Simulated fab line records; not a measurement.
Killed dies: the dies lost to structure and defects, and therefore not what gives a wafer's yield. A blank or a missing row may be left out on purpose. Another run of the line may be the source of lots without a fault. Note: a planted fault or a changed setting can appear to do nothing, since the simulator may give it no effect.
What tool caused it?    flow n5_finfet    10 lots (30 wafers sampled), 1 step of a 1938-step route

== WHAT EACH GAUGE READ, for each wafer ==
N5_BEOL_M10_INSPECT_30: inspects for defects (brightfield).
lot   measured      on                 raw_defect_count
L968  day 11 00:47  defect_inspect-01  349 593 477
L969  day 11 09:11  defect_inspect-02  468 511 534
L971  day 11 14:23  defect_inspect-01  303 444 324
L975  day 12 10:02  defect_inspect-02  369 415 339
L972  day 12 10:27  defect_inspect-01  373 390 361
L974  day 12 17:55  defect_inspect-02  453 381 497
L980  day 13 11:35  defect_inspect-01  409 384 386
L984  day 15 04:12  defect_inspect-01  506 266 432
L986  day 15 04:22  defect_inspect-02  560 574 610
L990  day 17 00:28  defect_inspect-02  299 347 229

== TOOL THAT RAN EACH LOT (tool first, then ch and the chambers of the sampled wafers, then the start) ==
Record: no process step prior to these readings.

== WHAT THE TOOLS THEMSELVES READ (means of the sampled wafers that have a number; where no wafer has one, the mark that the record gives instead) ==
The record holds no such reading with a usual standard deviation.

== THE ANSWER, worked out from the rows above alone ==
Rule: what is usual is taken from the lots themselves. The widest of any qualifying gaps counts: lots, ordered by their means at a reading, are off when they make up no more than a third of the lots, leave a main group of 4 or more, and stand apart from it by 3 or more times the standard deviation of that group's means. If all means in a main group match to the digits the tables above print for the reading, that group is not used. A lot without any number at a reading at which 4 lots or more have one is off too. All remaining lots with rows at the step are treated as sound. First the gauges in route order, then the tools' own readings, where a lot's mean is used as printed above. At the first step where some lot is off, the reading lying furthest off is the one used; lots without a number count as furthest.
None of the lots is off at any reading shown; this tells nothing.

== WHAT THE SIMULATOR HAD INSERTED ==
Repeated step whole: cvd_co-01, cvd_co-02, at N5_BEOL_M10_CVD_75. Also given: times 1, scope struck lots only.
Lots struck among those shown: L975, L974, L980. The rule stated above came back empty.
